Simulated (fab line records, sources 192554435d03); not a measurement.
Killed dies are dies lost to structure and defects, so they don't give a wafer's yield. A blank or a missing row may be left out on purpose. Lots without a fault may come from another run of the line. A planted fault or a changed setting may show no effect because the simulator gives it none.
fab line records | flow n5_finfet
record lots=6 wafers=18 last_day=17
route steps=1938 shown BEOL_M7@1312
lots that met no fault: from a run of the same line without faults
start_h: hours from the record's first day to the start of the lot's first wafer shown | wait_h: hours since the lot's step before | " the same as in the row above | L1.1+2: a row that stands for several wafers | - no value, or no start given | * or withheld: withheld | < > ~ a bound
route shown NAME@n: a module of which the file shows steps, and the number in the route of the first | usual: mean/standard deviation of fault-free wafers | same: alike in all rows | chamber/n: place in a boat | sites: the reading at each site | _std_site: their standard deviation | _edge_site: outer sites' mean less inner sites' | radius_mm: how far each site lies from the wafer's centre | mask NAME#n: copy n | behind: the tool/chamber that last shaped the wafer | hold: why the lot was held/for how many hours/how that ended | device: the transistor (n, p or np) that didn't switch | end of line: the same wafers' tests at the end of the route | a step without rows: its recipe alone | killed: dies lost to structure and defects at the first sort, not the wafer's yield | map: a wafer's dies, x killed, . not, _ none there
set.NAME: the setting as run; set.NAME@STEP: as run at that earlier step | model.NAME: the simulator's own value behind a step, which no gauge read
lots at some steps of the route; a table a step, a row a wafer
services: from which hour (start_h, from the record's first day; less than 0 if before it) a tool's chamber was out of use, for how many hours, and why
## steps
# step N5_BEOL_M7_HM_STRIP_39
# recipe chemistry=peroxide_tin_strip material=TiN target_depth_a=250 temp_c=50 time_s=158
# step N5_BEOL_M7_SRD_40
# recipe time_s=30 temp_c=23 rinse_liquid=diw dry=ipa_marangoni
# step N5_BEOL_M7_PRECLEAN_42
# recipe chemistry=residue_remover time_s=60 temp_c=40
# step N5_BEOL_M7_SRD_43
# recipe time_s=30 temp_c=23 rinse_liquid=diw dry=ipa_marangoni
# step N5_BEOL_M7_CD_MEAS_35
# recipe target_cd_nm=40 polarity=opening
# usual cd_nm=40.0/0.64
# columns lot.wafer tool chamber start_h wait_h cd_nm
L219.1 cd_sem-02 - 219.96 0.0 40.5
L219.2 " - " " 40.3
L219.4 " - " " 40.9
L221.1 cd_sem-01 - 232.13 0.0 39.3
L221.2 " - " " 40.3
L221.6 " - " " 39.3
L229.2 cd_sem-01 - 291.13 0.0 39.9
L229.3 " - " " 40.2
L229.5 " - " " 40.9
L230.1 cd_sem-02 - 298.08 0.0 39.5
L230.3 " - " " 40.8
L230.6 " - " " 40.7
L231.1 cd_sem-03 - 300.15 0.0 38.8
L231.3 " - " " 40.3
L231.4 " - " " 38.8
L232.1 cd_sem-02 - 315.35 0.0 39.8
L232.2 " - " " 39.0
L232.3 " - " " 40.1
# step N5_BEOL_M7_CURE_75
# recipe temp_c=370 time_s=120 ambient=DMADMS/He material=SiCOH_lowk
# usual lamp_power_pct=52.31/0.056 wafer_temp_C_max=371.6/0.65
# columns lot.wafer tool chamber start_h wait_h lamp_power_pct wafer_temp_C_max
L219.1 uv_cure-03 2 220.00 0.0 52.27 372.5
L219.2 " 2 " " 52.34 371.9
L219.4 " 2 " " 52.38 371.4
L221.1 uv_cure-03 2 232.19 0.1 52.32 372.4
L221.2 " 2 " " 52.28 372.4
L221.6 " 2 " " 52.26 372.0
L229.2 uv_cure-03 0 291.22 0.1 52.33 371.9
L229.3 " 0 " " 52.35 370.9
L229.5 " 0 " " 52.34 371.5
L230.1 uv_cure-01 0 298.12 0.0 52.27 372.6
L230.3 " 0 " " 52.42 371.9
L230.6 " 0 " " 52.29 371.9
L231.1 uv_cure-03 2 300.19 0.0 52.30 372.2
L231.3 " 2 " " 52.32 372.1
L231.4 " 2 " " 52.32 371.1
L232.1 uv_cure-03 1 315.39 0.0 52.23 371.9
L232.2 " 1 " " 52.23 371.8
L232.3 " 1 " " 52.37 371.4
# step N5_BEOL_M7_DEGAS_44
# recipe ambient=vacuum temp_c=250 time_s=60
# step N5_BEOL_M7_PRE_CLEAN_45
# recipe gas=H2/He time_s=30 temp_c=250
# usual heater_power_w=347/16
# columns lot.wafer tool chamber start_h wait_h heater_power_w
L219.1 pvd_sputter-02 - 221.06 0.0 354
L219.2 " - " " 351
L219.4 " - " " 357
L221.1 pvd_sputter-03 - 232.55 0.0 321
L221.2 " - " " 362
L221.6 " - " " 382
L229.2 pvd_sputter-02 - 291.57 0.0 352
L229.3 " - " " 340
L229.5 " - " " 349
L230.1 pvd_sputter-02 - 298.63 0.0 348
L230.3 " - " " 356
L230.6 " - " " 354
L231.1 pvd_sputter-02 - 301.05 0.0 348
L231.3 " - " " 359
L231.4 " - " " 355
L232.1 pvd_sputter-03 - 316.19 0.0 348
L232.2 " - " " 330
L232.3 " - " " 355
# step N5_BEOL_M7_ALD_77
# recipe material=TaN target_thk_a=20 temp_c=275 ald_precursor_family=PDMAT ald_co_reactant=NH3 pressure_torr=3 carrier_flow_sccm=1500 pulse_time_s=2 purge_time_s=3 co_reactant_purge_time_s=2 co_reactant_pulse_time_s=3 ald_cycles=40 precursor_vessel_temp_c=75 precursor_vessel_pressure_torr=26.25 precursor_vessel_carrier_sccm=1000
# step N5_BEOL_M7_SURFACE_TREAT_79
# recipe gas=Ar time_s=* ion_energy_ev=* ion_current_ma_cm2=0.5 pressure_mtorr=* ar_flow_sccm=30
# usual throttle_valve_pct=*
# columns lot.wafer tool chamber start_h wait_h throttle_valve_pct
L219.1 pvd_sputter-02 - 221.42 0.2 *
L219.2 " - " " *
L219.4 " - " " *
L221.1 pvd_sputter-01 - 232.90 0.2 *
L221.2 " - " " *
L221.6 " - " " *
L229.2 pvd_sputter-01 - 291.95 0.2 *
L229.3 " - " " *
L229.5 " - " " *
L230.1 pvd_sputter-02 - 299.37 0.3 *
L230.3 " - " " *
L230.6 " - " " *
L231.1 pvd_sputter-03 - 301.70 0.2 *
L231.3 " - " " *
L231.4 " - " " *
L232.1 pvd_sputter-03 - 316.59 0.2 *
L232.2 " - " " *
L232.3 " - " " *
# step N5_BEOL_M7_CVD_78
# recipe material=Co target_thk_a=20 temp_c=withheld precursor=CCTBA/H2 pressure_torr=30 time_s=142.3
# step N5_BEOL_M7_SPUTTER_48
# recipe material=Cu target_thk_a=100 temp_c=-20 bias_v=60 power_w=26000 chamber_pressure_pa=0.13 time_s=1.667
# usual throttle_valve_pct=30.0/1.2
# columns lot.wafer tool chamber start_h wait_h throttle_valve_pct
L219.1 pvd_sputter-03 - 221.60 0.1 29.9
L219.2 " - " " 30.8
L219.4 " - " " 30.6
L221.1 pvd_sputter-03 - 233.07 0.1 30.8
L221.2 " - " " 28.4
L221.6 " - " " 30.7
L229.2 pvd_sputter-02 - 292.19 0.1 29.8
L229.3 " - " " 30.3
L229.5 " - " " 30.7
L230.1 pvd_sputter-02 - 299.59 0.1 28.0
L230.3 " - " " 30.0
L230.6 " - " " 29.9
L231.1 pvd_sputter-03 - 302.02 0.1 30.7
L231.3 " - " " 30.9
L231.4 " - " " 29.6
L232.1 pvd_sputter-01 - 316.77 0.1 29.3
L232.2 " - " " 32.9
L232.3 " - " " 30.7
# step N5_BEOL_M7_ECD_50
# recipe material=Cu target_thk_a=3000
# columns lot.wafer tool chamber start_h wait_h model.Cu_of_BEOL_M7_ECD_50.thk_nm
L219.1 ecd_cu-01 1 221.72 0.1 302.6
L219.2 " 0 " " 527.2
L219.4 " 1 " " 303.4
L221.1 ecd_cu-01 1 233.19 0.1 303
L221.2 " 0 " " 529.8
L221.6 " 1 " " 304.4
L229.2 ecd_cu-01 0 292.31 0.1 300.2
L229.3 " 0 " " 296.6
L229.5 " 0 " " 295.6
L230.1 ecd_cu-02 1 299.71 0.1 302.4
L230.3 " 1 " " 300.8
L230.6 " 1 " " 303.6
L231.1 ecd_cu-01 0 302.13 0.1 302
L231.3 " 0 " " 301.6
L231.4 " 1 " " 301.8
L232.1 ecd_cu-01 0 316.89 0.1 299
L232.2 " 1 " " 303
L232.3 " 0 " " 302
# step N5_BEOL_M7_ANNEAL_51
# recipe temp_c=225 time_s=90 ambient=N2
# usual wafer_temp_C_max=226.3/0.34
# columns lot.wafer tool chamber start_h wait_h wafer_temp_C_max
L219.1 rtp_anneal-02 0 222.30 0.6 226.6
L219.2 " 0 " " 225.7
L219.4 " 0 " " 226.1
L221.1 rtp_anneal-02 0 233.28 0.1 225.7
L221.2 " 0 " " 226.5
L221.6 " 0 " " 226.1
L229.2 rtp_anneal-01 0 292.53 0.2 226.2
L229.3 " 0 " " 226.4
L229.5 " 0 " " 226.1
L230.1 rtp_anneal-02 0 299.80 0.1 226.2
L230.3 " 0 " " 226.6
L230.6 " 0 " " 226.5
L231.1 rtp_anneal-02 0 302.23 0.1 226.3
L231.3 " 0 " " 226.8
L231.4 " 0 " " 226.8
L232.1 rtp_anneal-02 0 317.15 0.2 226.0
L232.2 " 0 " " 226.2
L232.3 " 0 " " 226.1
# step N5_BEOL_M7_CMP_52
# recipe stop_on=SiCOH_lowk t_overpolish_s=6.9 down_force_psi=1 platen_rpm=50 clearing_platen_down_force_psi=1.5 clearing_platen_rpm=50 post_cmp_clean=cu_alkaline target_thk_nm=80 clearing_platen_pad_velocity_m_s=0.99484 pad_velocity_m_s=0.99484
# usual head_pressure_psi=1.0000/0.0022 motor_current_A=6.0/0.45 time_to_endpoint_s=62/3.3
# columns lot.wafer tool chamber start_h wait_h head_pressure_psi motor_current_A time_to_endpoint_s
L219.1 cmp-01 2 222.60 0.3 0.9980 5.6 66
L219.4 " 0 " " 1.0043 5.5 63
L219.2 " 1 " " 0.9986 5.1 118
L221.2 cmp-04 0 233.62 0.2 1.0018 6.1 106
L221.1 " 1 " " 1.0017 5.7 59
L221.6 " 3 " " 1.0044 5.9 66
L229.3 cmp-04 0 292.90 0.3 0.9966 6.4 60
L229.2 " 2 " " 0.9974 5.5 62
L229.5 " 1 " " 0.9998 5.8 60
L230.3 cmp-01 1 300.17 0.2 1.0017 5.5 63
L230.1 " 2 " " 0.9999 6.1 62
L230.6 " 3 " " 1.0022 7.2 64
L231.1 cmp-04 2 302.52 0.3 0.9982 5.6 59
L231.4 " 3 " " 0.9973 5.6 67
L231.3 " 0 " " 0.9997 6.5 62
L232.3 cmp-04 2 317.44 0.2 0.9997 5.6 59
L232.1 " 0 " " 0.9980 5.9 61
L232.2 " 1 " " 0.9971 5.8 58
# step N5_BEOL_M7_THK_MEAS_53
# recipe thk_meas_gauge=xrf reads=Cu_of_BEOL_M7_ECD_50
# usual M7_THK=77.9/2.2
# columns lot.wafer tool chamber start_h wait_h M7_THK[nm]
L219.1 film_metro-02 - 222.89 - 77.6
L219.2 " - " " 78.0
L219.4 " - " " 77.1
L221.1 film_metro-01 - 233.88 - 76.3
L221.2 " - " " 80.4
L221.6 " - " " 79.8
L229.2 film_metro-01 - 293.20 - 78.0
L229.3 " - " " 79.0
L229.5 " - " " 77.5
L230.1 film_metro-01 - 300.39 - 81.5
L230.3 " - " " 81.9
L230.6 " - " " 80.3
L231.1 film_metro-01 - 302.82 - 76.5
L231.3 " - " " 76.9
L231.4 " - " " 78.3
L232.1 film_metro-02 - 317.74 - 77.7
L232.2 " - " " 82.3
L232.3 " - " " 78.3
## services
# columns tool chamber start_h hours kind
cmp-01 - 197.94 6.9 pm
ecd_cu-01 - 209.35 0.8 repair
uv_cure-01 - 227.97 28.1 pm
rtp_anneal-02 - 238.50 0.8 pm
uv_cure-03 - 246.60 2.1 pm
uv_cure-03 - 255.96 7.5 pm
cmp-04 - 278.21 0.4 repair
cmp-01 - 287.77 0.5 repair
cmp-01 - 288.30 5.9 pm
uv_cure-01 - 298.67 7.1 pm
cmp-01 - 302.33 2.0 repair
uv_cure-01 - 305.97 4.1 repair
ecd_cu-02 - 306.76 1.1 repair
pvd_sputter-03 - 309.90 0.8 repair
cmp-01 - 312.15 4.0 pm
cmp-01 - 316.15 - consumable_replace:conditioner
cmp-01 - 316.15 - consumable_replace:pad
## key
first_sign step=N5_BEOL_M7_CMP_52 reading=time_to_endpoint_s direction=up sigmas=15 usual=* struck=*
effect none on later readings
model_effect step=N5_BEOL_M7_ECD_50 value=Cu_of_BEOL_M7_ECD_50.thk_nm without=302.9 struck=528.5
met_at N5_BEOL_M7_ECD_50
struck_wafers L219.2,L221.2
fault kind=process_parameter_drift tool=ecd_cu-01 chamber=- onset_h=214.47 steps=N5_BEOL_M7_ECD_50 channel=target_thk_a offset=* shape=step end_h=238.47 scope=struck_wafers_only acts_in=* stated=*
